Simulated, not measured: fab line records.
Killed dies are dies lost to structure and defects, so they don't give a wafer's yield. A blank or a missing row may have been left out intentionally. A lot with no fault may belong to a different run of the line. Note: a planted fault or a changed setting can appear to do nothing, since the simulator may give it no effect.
Code-filled problem report in 8D (eight disciplines) form -- flow n5_finfet -- the parts of the form that need people (team, actions taken, sign-off) are left out

== 1. PROBLEM STATEMENT ==
Across 2 wafers from 2 lots, M7_ILD_THK at N5_BEOL_M7_THK_MEAS_01 averages 131.4 nm, while fault-free wafers read 155.0 nm with a standard deviation of 1.9. That is -12 standard deviations from the usual mean.
First seen on wafer L983.1, day 14 01:40, on film_metro-02. Wafers with a number at this step in the record: 29, from 10 lots. By rule, "out" or "out of limits" means more than 4 standard deviations away from the usual mean. All remaining wafers that have a number are taken as sound.

== 2. WHAT IT IS, WHAT IT ISN'T ==
question,is,is not
which readings at this step,M7_ILD_THK,-
which lots,"L983, L984","L962, L964, L965, L967, L970, L973, L974, L981"
which wafers of those lots,"L983.1, L984.6","L983.4, L983.6, L984.3, L984.5"
read on which gauges,film_metro-02,film_metro-01
when,from day 14 01:40,up to then (25 sound wafers); but 2 sound wafers of L984 came after

== 3. SUSPECTS, AND WHAT RULES EACH OUT ==
Counting: a tool at a process step up to the reading stays a suspect if it ran every lot that is out. Sound lots after the first of them don't rule it out here, since some wafers of a struck lot are sound.
- the gauge at N5_BEOL_M7_THK_MEAS_01: kept. All the wafers that are out were read on film_metro-02, and no step on other tools shows them out.
- pecvd-04 at N5_BEOL_M7_ILD_DEP_00 (deposits SiCOH lowk from DEMS/porogen, target thk 179.75 nm, time 33.4 s): kept. It ran every lot that is out, first L983 (day 14 01:04); its last sound lot up to then is L981 (day 13 12:29).
- uv_cure-01 at N5_BEOL_M7_CURE_74 (cures SiCOH lowk, time 240 s): kept. It ran every lot that is out, first L983 (day 14 01:09); its last sound lot up to then is L981 (day 13 12:43).
- Within pecvd-04 at N5_BEOL_M7_ILD_DEP_00: the wafers that are out ran in chamber 2; their sound lot-mates ran in chamber 0.
Left after counting: pecvd-04 at N5_BEOL_M7_ILD_DEP_00, uv_cure-01 at N5_BEOL_M7_CURE_74, film_metro-02 at N5_BEOL_M7_THK_MEAS_01.

== 4. THE CAUSE (what the simulator had put in) ==
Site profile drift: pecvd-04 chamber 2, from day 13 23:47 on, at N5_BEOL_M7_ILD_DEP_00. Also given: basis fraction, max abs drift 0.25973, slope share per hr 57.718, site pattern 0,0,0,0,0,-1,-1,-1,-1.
Counting left 3 suspects, and this tool is among them.

== 5. SEQUENCE OF EFFECTS, ordered by route ==
Each row: a reading whose mean over the struck wafers that have a number lies more than 3 standard deviations from the usual. Only readings whose record carries a usual standard deviation are examined. hours: median over the lots of the time between each lot's start at the first step of this table that gives one and its start at this step. sigmas: the change, counted in usual standard deviations.
hours,step,reading,usual,on struck wafers,change,sigmas
0,N5_BEOL_M7_THK_MEAS_01,M7_ILD_THK,155.0 nm,131.4,-23.6,-12

== 6. HOW IT WOULD HAVE BEEN CAUGHT EARLIER ==
2 hours passed between the start of the fault at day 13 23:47 and the first reading out of limits at a measuring or inspecting step in this record, taken at day 14 01:40.
No tool reading at N5_BEOL_M7_ILD_DEP_00 that has a usual standard deviation in the record was out on any struck wafer, so an alarm limit of 4 standard deviations on those readings would not have fired.
Each of the lots that are out, 2 in all, had begun N5_BEOL_M7_ILD_DEP_00 on pecvd-04 no later than day 14 01:40. A hold on the tool at that time would have spared none of them.
